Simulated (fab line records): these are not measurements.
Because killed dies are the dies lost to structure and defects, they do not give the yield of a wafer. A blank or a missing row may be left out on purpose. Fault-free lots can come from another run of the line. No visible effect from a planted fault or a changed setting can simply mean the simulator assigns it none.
fab line records ; flow n5_finfet
[record] lots = 9; wafers = 25; last_day = 17
route steps=1938 shown BEOL_M11@1590 BEOL_M12@1615 PASSIVATION@1936
lots untouched by any fault: they come from a run of this same line in which no faults occurred
start_h: hours from the record's opening day to when the first of the lot's shown wafers began ; wait_h: time in hours since the lot's previous step ; " repeats the value in the row above ; L1.1+2: several wafers, shown together as one row ; - no value present, or no start provided ; * or withheld: withheld ; < > ~ a bound
route shown NAME@n: NAME is a module with steps in the file, n the number in the route of the first one ; usual: average and standard deviation across the fault-free wafers ; same: alike in all rows ; chamber/n: place in a boat ; sites: each site's reading ; _std_site: their standard deviation ; _edge_site: the outer-site mean with the inner-site mean subtracted ; radius_mm: for every site, how far away it sits from the centre of the wafer ; mask NAME#n: copy n ; behind: the most recent tool/chamber to have shaped the wafer ; hold: cause of the lot's hold/its duration in hours/its outcome ; device: whichever transistor did not switch (one of n, p or np) ; end of line: the route-end tests of the same wafers ; step lacking rows: just its recipe ; killed: not the wafer's yield, but the dies lost to structure and defects at the first sort ; map: the dies of a wafer, with x for killed, . for not killed, _ for no die there
set.NAME: the setting as run; set.NAME@STEP: as run at that earlier step ; model.NAME: the simulator's own value behind a step, which no gauge read
route steps across a sampled set of lots; one table per step, one row per wafer
services: a tool's chamber out of use, with start hour (start_h, from the record's first day; less than 0 if before it), hours out, and reason
[[steps]]
[step N5_BEOL_M11_ALD_74]
[recipe] material = TaN; target_thk_a = 20; temp_c = 275; ald_precursor_family = PDMAT; ald_co_reactant = NH3; pressure_torr = 3; carrier_flow_sccm = 1500; pulse_time_s = 2; purge_time_s = 3; co_reactant_purge_time_s = 2; co_reactant_pulse_time_s = 3; ald_cycles = 40; precursor_vessel_temp_c = 75; precursor_vessel_pressure_torr = 26.25; precursor_vessel_carrier_sccm = 1000
[usual] heater_power_w = 427/43; mfc_carrier_sccm = 1500/4.2; precursor_vessel_pressure_torr = 26.25/0.059
lot.wafer;tool;chamber;start_h;wait_h;heater_power_w;mfc_carrier_sccm;precursor_vessel_pressure_torr;since_wet_clean_h
L467.1;ald_metal-03;3;235.62;0.1;393;1501;26.25;4514
L467.3;ald_metal-03;1;235.62;0.1;408;1502;26.13;4514
L467.5;ald_metal-03;2;235.62;0.1;476;1504;26.26;-
L474.2;ald_metal-02;2;274.71;0.0;466;1499;26.17;3015
L474.3;ald_metal-02;0;274.71;0.0;418;1506;26.26;3015
L474.5;ald_metal-02;2;274.71;0.0;475;1498;26.32;-
L476.1;ald_metal-03;2;309.05;0.1;475;1502;26.23;4587
L476.5;ald_metal-03;1;309.05;0.1;414;1499;26.20;-
L476.6;ald_metal-03;2;309.05;0.1;468;1505;26.27;-
L482.1;ald_metal-02;0;329.63;0.1;410;1503;26.29;3069
L482.5;ald_metal-02;1;329.63;0.1;408;1492;26.31;-
L482.6;ald_metal-02;0;329.63;0.1;420;1501;26.22;-
L483.1;ald_metal-02;3;340.81;0.1;475;1500;26.28;3081
L483.6;ald_metal-02;0;340.81;0.1;436;1503;26.19;-
L486.2;ald_metal-02;3;346.94;0.0;467;1499;26.23;3087
L486.5;ald_metal-02;2;346.94;0.0;465;1501;26.24;-
L486.6;ald_metal-02;1;346.94;0.0;414;1501;26.16;-
L485.1;ald_metal-02;3;353.98;0.1;478;1499;26.24;3094
L485.6;ald_metal-02;0;353.98;0.1;430;1495;26.27;-
L487.1;ald_metal-02;3;359.81;0.3;464;1498;26.16;3100
L487.2;ald_metal-02;2;359.81;0.3;478;1494;26.19;3100
L487.4;ald_metal-02;1;359.81;0.3;424;1503;26.40;3100
L488.4;ald_metal-03;1;362.59;0.0;405;1502;26.19;4641
L488.5;ald_metal-03;1;362.59;0.0;404;1498;26.24;-
L488.6;ald_metal-03;0;362.59;0.0;357;1504;26.32;-
[step N5_BEOL_M11_INSPECT_58]
[recipe] inspect_instrument = darkfield; mode = post_dep
[usual] raw_defect_count = 71/18
lot.wafer;tool;chamber;start_h;wait_h;raw_defect_count
L467.1;defect_inspect-02;-;237.58;0.0;43
L467.3;defect_inspect-02;-;237.58;0.0;72
L467.5;defect_inspect-02;-;237.58;0.0;57
L474.2;defect_inspect-02;-;276.48;0.0;82
L474.3;defect_inspect-02;-;276.48;0.0;56
L474.5;defect_inspect-02;-;276.48;0.0;67
L476.1;defect_inspect-01;-;310.99;0.0;102
L476.5;defect_inspect-01;-;310.99;0.0;79
L476.6;defect_inspect-01;-;310.99;0.0;53
L482.1;defect_inspect-01;-;331.25;0.0;93
L482.5;defect_inspect-01;-;331.25;0.0;63
L482.6;defect_inspect-01;-;331.25;0.0;53
L483.1;defect_inspect-01;-;342.88;0.0;68
L483.6;defect_inspect-01;-;342.88;0.0;90
L486.2;defect_inspect-01;-;348.53;0.0;79
L486.5;defect_inspect-01;-;348.53;0.0;96
L486.6;defect_inspect-01;-;348.53;0.0;74
L485.1;defect_inspect-01;-;355.85;0.0;70
L485.6;defect_inspect-01;-;355.85;0.0;56
L487.1;defect_inspect-02;-;363.07;0.0;80
L487.2;defect_inspect-02;-;363.07;0.0;60
L487.4;defect_inspect-02;-;363.07;0.0;60
L488.4;defect_inspect-01;-;364.63;0.0;93
L488.5;defect_inspect-01;-;364.63;0.0;63
L488.6;defect_inspect-01;-;364.63;0.0;82
[step N5_BEOL_M12_DESCUM_15]
[recipe] chemistry = O2; time_s = 7.9; source_power_w = 50; bias_power_w = 20; pressure_mtorr = 20; rf_frequency_hz = 2.712e+07; temp_c = 40; o2_flow_sccm = 225
[usual] drypump_motor_current_A = 5.7/0.54; oes_product_au = 0.80/0.092; rf_vpp_V = 243.3/1.2; showerhead_plenum_p_Torr = 2.10/0.059; throttle_valve_pct = 20.46/0.25
lot.wafer;tool;chamber;start_h;wait_h;drypump_motor_current_A;oes_product_au;rf_hours_counter_h;rf_vpp_V;showerhead_plenum_p_Torr;throttle_valve_pct
L467.1;rie_diel-05;1;238.26;0.0;5.8;0.76;120;244.2;2.18;20.60
L467.3;rie_diel-05;2;238.26;0.0;5.1;0.68;242;243.0;2.14;20.67
L467.5;rie_diel-05;2;238.26;0.0;5.1;0.69;-;241.7;2.14;20.68
L474.2;rie_diel-05;0;277.16;0.0;6.6;0.95;14;242.6;2.05;20.02
L474.3;rie_diel-05;3;277.16;0.0;5.7;0.80;87;245.7;2.19;20.05
L474.5;rie_diel-05;0;277.16;0.0;6.6;0.96;-;242.0;2.05;20.05
L476.1;rie_diel-06;3;311.73;0.0;5.8;0.70;207;242.4;2.08;20.75
L476.5;rie_diel-06;0;311.73;0.0;4.9;0.80;-;242.9;2.05;20.64
L476.6;rie_diel-06;1;311.73;0.0;5.2;0.71;-;242.1;2.07;20.33
L482.1;rie_diel-06;2;331.93;0.0;6.6;0.90;25;244.5;2.14;20.37
L482.5;rie_diel-06;3;331.93;0.0;5.8;0.69;-;243.2;2.08;20.77
L482.6;rie_diel-06;2;331.93;0.0;6.6;0.90;-;243.5;2.14;20.38
L483.1;rie_diel-05;0;343.68;0.3;6.5;0.91;38;242.8;2.04;20.06
L483.6;rie_diel-05;3;343.68;0.3;5.7;0.79;-;244.2;2.18;20.08
L486.2;rie_diel-05;2;355.42;0.4;5.1;0.94;23;244.1;2.13;20.42
L486.5;rie_diel-05;0;355.42;0.4;6.6;0.91;-;241.5;2.04;20.08
L486.6;rie_diel-05;1;355.42;0.4;5.7;0.73;-;244.3;2.17;20.64
L485.1;rie_diel-05;3;356.79;0.4;5.7;0.77;115;245.2;2.18;20.12
L485.6;rie_diel-05;0;356.79;0.4;6.6;0.89;-;242.6;2.04;20.08
L487.1;rie_diel-06;0;363.75;0.0;4.9;0.78;112;243.9;2.04;20.67
L487.2;rie_diel-06;1;363.75;0.0;5.1;0.70;217;243.1;2.07;20.37
L487.4;rie_diel-06;3;363.75;0.0;5.8;0.69;224;242.4;2.08;20.79
L488.4;rie_diel-01;0;365.33;0.0;5.1;0.76;-;242.3;2.01;20.52
L488.5;rie_diel-01;3;365.33;0.0;5.2;0.92;-;243.7;2.15;20.59
L488.6;rie_diel-01;2;365.33;0.0;6.0;0.98;-;245.2;2.16;20.39
[step N5_BEOL_M12_ETCH_59]
[recipe] chemistry = N2/H2; target = BARC; target_depth_a = 890; overetch_a = 267; time_s = 67.9; ion_energy_ev = 200; pressure_mtorr = 30; source_w = 840; bias_w = 150; n2_flow_sccm = 200; h2_flow_sccm = 200
[usual] bias_w = 150.0/0.47; drypump_motor_current_A = 5.7/0.54; oes_product_au = 0.69/0.076; rf_vpp_V = 524.1/2.2; showerhead_plenum_p_Torr = 2.55/0.077; throttle_valve_pct = 17.85/0.22
lot.wafer;tool;chamber;start_h;wait_h;bias_w;drypump_motor_current_A;oes_product_au;rf_hours_counter_h;rf_vpp_V;showerhead_plenum_p_Torr;throttle_valve_pct
L467.1;rie_diel-05;1;238.30;0.0;149.7;5.7;0.66;120;527.7;2.66;18.07
L467.3;rie_diel-05;2;238.30;0.0;150.0;5.1;0.58;242;525.8;2.62;18.20
L467.5;rie_diel-05;2;238.30;0.0;149.6;5.1;0.58;-;525.2;2.62;18.20
L474.2;rie_diel-05;0;277.19;0.0;149.8;6.6;0.81;14;522.9;2.49;17.58
L474.3;rie_diel-05;3;277.19;0.0;150.3;5.7;0.69;87;526.0;2.67;17.57
L474.5;rie_diel-05;0;277.19;0.0;150.0;6.6;0.81;-;523.6;2.49;17.59
L476.1;rie_diel-06;3;311.76;0.0;150.2;5.8;0.60;207;524.1;2.52;18.15
L476.5;rie_diel-06;0;311.76;0.0;150.1;4.9;0.67;-;522.1;2.47;17.90
L476.6;rie_diel-06;1;311.76;0.0;150.5;5.1;0.61;-;522.8;2.51;17.69
L482.1;rie_diel-06;2;331.97;0.0;150.2;6.6;0.78;25;525.1;2.59;17.59
L482.5;rie_diel-06;3;331.97;0.0;149.9;5.7;0.60;-;523.5;2.52;18.17
L482.6;rie_diel-06;2;331.97;0.0;149.8;6.6;0.79;-;525.2;2.58;17.59
L483.1;rie_diel-05;0;343.72;0.0;148.9;6.6;0.76;38;522.5;2.48;17.63
L483.6;rie_diel-05;3;343.72;0.0;149.8;5.7;0.67;-;528.7;2.66;17.64
L486.2;rie_diel-05;2;355.46;0.0;149.7;5.1;0.79;23;525.1;2.61;17.87
L486.5;rie_diel-05;0;355.46;0.0;150.3;6.6;0.76;-;523.2;2.48;17.63
L486.6;rie_diel-05;1;355.46;0.0;150.0;5.8;0.64;-;526.6;2.64;18.14
L485.1;rie_diel-05;3;356.83;0.0;149.9;5.7;0.67;115;528.6;2.66;17.63
L485.6;rie_diel-05;0;356.83;0.0;149.7;6.6;0.75;-;522.1;2.48;17.63
L487.1;rie_diel-06;0;363.79;0.0;149.5;4.9;0.66;112;522.6;2.46;17.93
L487.2;rie_diel-06;1;363.79;0.0;150.7;5.1;0.60;217;522.4;2.51;17.72
L487.4;rie_diel-06;3;363.79;0.0;150.2;5.8;0.59;224;522.9;2.51;18.18
L488.4;rie_diel-01;0;365.37;0.0;149.4;5.1;0.66;-;521.3;2.43;17.82
L488.5;rie_diel-01;3;365.37;0.0;150.7;5.2;0.79;-;525.6;2.58;17.82
L488.6;rie_diel-01;2;365.37;0.0;149.2;6.1;0.82;-;525.4;2.62;17.81
[step N5_BEOL_M12_STRIP_63]
[recipe] chemistry = N2/H2; power_w = 1000; temp_c = 250; h2_frac = 0.65; overash_fraction = 0.3; pressure_mtorr = 1000; n2_flow_sccm = 1750; h2_flow_sccm = 3250
[usual] drypump_motor_current_A = 5.9/0.35; heater_power_w = 337/24; oes_product_au = 0.693/0.0044; strip_time_to_endpoint_s = 42.5/0.87
lot.wafer;tool;chamber;start_h;wait_h;drypump_motor_current_A;heater_power_w;oes_product_au;rf_hours_counter_h;strip_time_to_endpoint_s
L467.1;plasma_asher-01;0;238.55;-;5.3;358;0.697;116;42.9
L467.3;plasma_asher-01;1;238.55;-;6.0;302;0.697;-;44.0
L467.5;plasma_asher-01;0;238.55;-;5.2;359;0.696;-;41.9
L474.2;plasma_asher-01;1;277.45;-;6.0;288;0.700;122;43.8
L474.3;plasma_asher-01;0;277.45;-;5.3;364;0.694;-;43.4
L474.5;plasma_asher-01;1;277.45;-;6.0;299;0.686;-;41.8
L476.1;plasma_asher-02;0;312.01;-;6.2;342;0.690;84;42.8
L476.5;plasma_asher-02;0;312.01;-;6.2;358;0.694;-;41.4
L476.6;plasma_asher-02;1;312.01;-;6.0;338;0.690;-;42.4
L482.1;plasma_asher-01;1;332.22;-;6.0;295;0.687;132;42.6
L482.5;plasma_asher-01;1;332.22;-;6.0;296;0.692;-;42.3
L482.6;plasma_asher-01;0;332.22;-;5.2;364;0.690;-;42.2
L483.1;plasma_asher-01;0;343.97;-;5.3;365;0.681;135;31.3
L483.6;plasma_asher-01;1;343.97;-;6.0;299;0.677;-;31.3
L486.2;plasma_asher-01;1;355.71;-;6.0;293;0.693;137;42.2
L486.5;plasma_asher-01;0;355.71;-;5.3;362;0.686;-;42.3
L486.6;plasma_asher-01;1;355.71;-;6.0;298;0.687;-;33.3
L485.1;plasma_asher-02;1;357.08;-;6.0;327;0.690;95;34.1
L485.6;plasma_asher-02;0;357.08;-;6.2;355;0.687;-;30.9
L487.1;plasma_asher-02;0;364.04;-;6.2;352;0.691;96;42.2
L487.2;plasma_asher-02;1;364.04;-;6.0;326;0.688;96;42.7
L487.4;plasma_asher-02;0;364.04;-;6.2;353;0.697;-;41.4
L488.4;plasma_asher-01;0;365.62;-;5.2;360;0.687;-;43.5
L488.5;plasma_asher-01;0;365.62;-;5.2;362;0.693;-;42.1
L488.6;plasma_asher-01;1;365.62;-;6.0;300;0.682;-;41.3
[step N5_BEOL_M12_CD_MEAS_17]
[recipe] target_cd_nm = 140; polarity = opening
[usual] cd_nm = 141.4/2.1
lot.wafer;tool;chamber;start_h;wait_h;cd_nm
L467.1;cd_sem-03;-;238.76;0.0;141.3
L467.3;cd_sem-03;-;238.76;0.0;139.0
L467.5;cd_sem-03;-;238.76;0.0;140.2
L474.2;cd_sem-01;-;277.65;0.0;143.3
L474.3;cd_sem-01;-;277.65;0.0;140.6
L474.5;cd_sem-01;-;277.65;0.0;140.1
L476.1;cd_sem-02;-;312.22;0.0;140.8
L476.5;cd_sem-02;-;312.22;0.0;141.1
L476.6;cd_sem-02;-;312.22;0.0;140.9
L482.1;cd_sem-02;-;332.43;0.0;140.5
L482.5;cd_sem-02;-;332.43;0.0;140.7
L482.6;cd_sem-02;-;332.43;0.0;142.2
L483.1;cd_sem-02;-;344.17;0.0;146.4
L483.6;cd_sem-02;-;344.17;0.0;151.1
L486.2;cd_sem-03;-;355.93;0.0;140.2
L486.5;cd_sem-03;-;355.93;0.0;141.1
L486.6;cd_sem-03;-;355.93;0.0;142.8
L485.1;cd_sem-02;-;357.28;0.0;152.5
L485.6;cd_sem-02;-;357.28;0.0;148.4
L487.1;cd_sem-01;-;364.25;0.0;143.7
L487.2;cd_sem-01;-;364.25;0.0;145.9
L487.4;cd_sem-01;-;364.25;0.0;141.6
L488.4;cd_sem-03;-;365.81;0.0;140.7
L488.5;cd_sem-03;-;365.81;0.0;141.0
L488.6;cd_sem-03;-;365.81;0.0;141.1
[step N5_PASSIVATION_PROBE_49]
[usual] defect_limited_yield = 91.3/1.5; killed_at_M0_to_M3 = 33/12; killed_at_M4_up = 13/5.2; killed_at_contacts = 13/6.7; killed_at_front_end = 40/11; killed_at_other = 4.1/2.7; killed_dies = 103/17; killed_open = 69/13; killed_short = 33/8.4; sort_bin_5_function = 5.1/1; sort_bin_6_memory = 3.2/0.62; sort_n_pass = 1077/17; sort_yield_pct = 91.3/1.5
[same] gross_dies = 1180; killed_at_back_side = 0; sort_bin_4_leakage[%] = 0; sort_bin_8_speed[%] = 0
lot.wafer;tool;chamber;start_h;wait_h;defect_limited_yield[%];killed_at_M0_to_M3;killed_at_M4_up;killed_at_contacts;killed_at_front_end;killed_at_other;killed_dies;killed_open;killed_short;sort_bin_5_function[%];sort_bin_6_memory[%];sort_n_pass;sort_yield_pct[%]
L485.1;prober-01;-;395.00;0.0;90.8;27;9;13;55;5;109;62;44;5.7;2.6;1071;90.8
// killed by level:class
L485.1 FIN_SAQP:geometric_particle:open=12 MOL_CONTACT_COAG:geometric_particle:open=12 FIN_SAQP:geometric_particle:short=11 GATE_CUT:geometric_particle:short=10 DUMMY_GATE:geometric_particle:open=8 BEOL_M0_SAQP:geometric_particle:short=6 BEOL_M0:geometric_particle:open=5 BEOL_M1:geometric_particle:open=5
[[services]]
tool;chamber;start_h;hours;kind
rie_diel-05;0;212.49;-;clean
rie_diel-05;0;212.49;-;consumable_replace:focus_ring
rie_diel-05;0;212.49;26.6;scheduled_down
rie_diel-05;0;212.49;26.6;vent_cycle
plasma_asher-01;-;226.81;0.9;repair
ald_metal-02;2;228.14;6.6;repair
rie_diel-06;-;229.49;2.8;pm
ald_metal-03;-;242.97;0.4;repair
rie_diel-06;2;245.69;-;clean
rie_diel-06;2;245.69;-;consumable_replace:focus_ring
plasma_asher-01;-;249.60;6.8;repair
rie_diel-05;1;251.98;3.1;repair
rie_diel-05;2;263.06;-;clean
rie_diel-05;2;263.06;-;consumable_replace:focus_ring
rie_diel-05;2;263.06;23.8;scheduled_down
rie_diel-05;2;263.06;23.8;vent_cycle
plasma_asher-01;-;263.14;2.8;pm
rie_diel-01;2;285.88;1.5;repair
rie_diel-01;0;288.34;2.1;repair
ald_metal-03;2;313.53;7.2;repair
rie_diel-06;3;325.99;4.0;repair
rie_diel-06;2;334.33;4.9;repair
rie_diel-06;3;343.16;4.0;repair
ald_metal-02;-;353.26;0.2;repair
[[key]]
[first_sign] step = N5_BEOL_M12_STRIP_63; reading = strip_time_to_endpoint_s; direction = down; sigmas = 12; usual = *; struck = *
[effect] step = N5_BEOL_M12_CD_MEAS_17; reading = cd_nm; direction = up; sigmas = 3.3; usual = 141.4; struck = 148.2
met_at N5_BEOL_M12_ETCH_59
struck_lots L483,L485,L486
struck_wafers L483.1,L483.6,L485.1,L485.6,L486.6
not_acting_at N5_BEOL_M11_ALD_74,N5_BEOL_M11_INSPECT_58,N5_BEOL_M12_DESCUM_15
onset_between 277.19 343.72
[fault] kind = process_parameter_drift; tool = rie_diel-05; chamber = -; onset_h = 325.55; steps = N5_BEOL_M12_ETCH_59; channel = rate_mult; offset = 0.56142; shape = step; end_h = 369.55; scope = struck_wafers_only
